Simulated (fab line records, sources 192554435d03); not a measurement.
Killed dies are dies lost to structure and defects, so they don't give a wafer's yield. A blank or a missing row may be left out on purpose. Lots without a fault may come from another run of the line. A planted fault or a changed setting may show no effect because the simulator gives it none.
Which tool did it? | flow n5_finfet | 11 lots, 27 wafers sampled, at 5 steps of a route of 1938

WHAT THE GAUGES READ, wafer by wafer
N5_BEOL_M4_RC_MEAS_101.
lot  | measured     | on        | CHAIN_V3 (ohm/link)
L279 | day 8 02:11  | prober-02 | 219 228
L282 | day 8 14:33  | prober-02 | 238 230 236
L283 | day 9 03:02  | prober-01 | 250 228 216
L286 | day 10 00:06 | prober-02 | 241 216
L287 | day 10 05:03 | prober-02 | 244 231 225
L289 | day 10 12:13 | prober-01 | 263 227 245
L290 | day 11 04:28 | prober-01 | 219 204
L292 | day 11 05:20 | prober-02 | 227 248
L291 | day 11 07:12 | prober-02 | 228 310 224
L293 | day 11 08:13 | prober-01 | 216 315
L296 | day 12 09:49 | prober-01 | 316 219

WHICH TOOL RAN EACH LOT (tool, then ch and the chambers of the sampled wafers, then the start)
lot  | N5_BEOL_M4_STRIP_97                           | N5_BEOL_M4_ALD_84                   | N5_BEOL_M4_SPUTTER_79        | N5_BEOL_M4_SPUTTER_81
L279 | rie_diel-05 ch 0,2, day 7 22:16 or earlier    | ald_metal-04 ch 2,3, day 7 22:16    | pvd_sputter-02, day 7 23:23  | pvd_sputter-02, day 7 23:37
L282 | rie_diel-06 ch 0,2, day 8 10:07 or earlier    | ald_metal-01 ch 0,1,3, day 8 10:07  | pvd_sputter-03, day 8 11:53  | pvd_sputter-03, day 8 12:07
L283 | rie_diel-06 ch 0,1,3, day 8 22:04 or earlier  | ald_metal-04 ch 0,1,2, day 8 22:04  | pvd_sputter-03, day 9 00:23  | pvd_sputter-03, day 9 00:37
L286 | rie_diel-06 ch 2,3, day 9 20:19 or earlier    | ald_metal-01 ch 2,3, day 9 20:19    | pvd_sputter-03, day 9 21:14  | pvd_sputter-03, day 9 21:27
L287 | rie_diel-05 ch 0,1,2, day 10 01:29 or earlier | ald_metal-04 ch 2,3, day 10 01:29   | pvd_sputter-03, day 10 02:23 | pvd_sputter-03, day 10 02:36
L289 | rie_diel-05 ch 1,2, day 10 08:41 or earlier   | ald_metal-02 ch 1,2, day 10 08:41   | pvd_sputter-01, day 10 09:34 | pvd_sputter-01, day 10 09:47
L290 | rie_diel-05 ch 2,3, day 11 00:50 or earlier   | ald_metal-02 ch 3, day 11 00:50     | pvd_sputter-03, day 11 01:50 | pvd_sputter-03, day 11 02:03
L292 | rie_diel-04 ch 0,2, day 11 01:07 or earlier   | ald_metal-04 ch 2,3, day 11 01:07   | pvd_sputter-02, day 11 01:55 | pvd_sputter-02, day 11 02:08
L291 | rie_diel-05 ch 0,1,3, day 11 03:42 or earlier | ald_metal-02 ch 1,2,3, day 11 03:42 | pvd_sputter-02, day 11 04:33 | pvd_sputter-02, day 11 04:46
L293 | rie_diel-05 ch 1,2, day 11 03:54 or earlier   | ald_metal-02 ch 1,2, day 11 03:54   | pvd_sputter-01, day 11 04:55 | pvd_sputter-01, day 11 05:08
L296 | rie_diel-04 ch 2,3, day 12 06:22 or earlier   | ald_metal-02 ch 0,3, day 12 06:22   | pvd_sputter-02, day 12 07:02 | pvd_sputter-02, day 12 07:15
- N5_BEOL_M4_STRIP_97: strips in N2/H2, time 10 s.
- N5_BEOL_M4_ALD_84: deposits TaN, pulse time 2 s, purge time 3 s, co reactant purge time 2 s.
- N5_BEOL_M4_SPUTTER_79: material Cu, target thk 4.5 nm, time 8.29 s.
- N5_BEOL_M4_SPUTTER_81: material Cu, target thk 4.5 nm, time 8.29 s.

THE ANSWER, worked out from the rows above alone
Rule: what is usual is taken from the lots themselves. Put in order of their means at a reading, lots are off if they are a third of the lots or fewer, leave a main group of 4 or more, and stand apart from it by a gap of 3 or more times the standard deviation of the main group's means; of several such gaps the widest counts. A main group whose means are all the same, to the digits that the tables above print for the reading, isn't used. A lot without any number at a reading at which 4 lots or more have one is off too. The other lots that the step has rows for count as sound.
No lot is off at any reading shown: from this, nothing can be told.

WHAT THE SIMULATOR HAD PUT IN
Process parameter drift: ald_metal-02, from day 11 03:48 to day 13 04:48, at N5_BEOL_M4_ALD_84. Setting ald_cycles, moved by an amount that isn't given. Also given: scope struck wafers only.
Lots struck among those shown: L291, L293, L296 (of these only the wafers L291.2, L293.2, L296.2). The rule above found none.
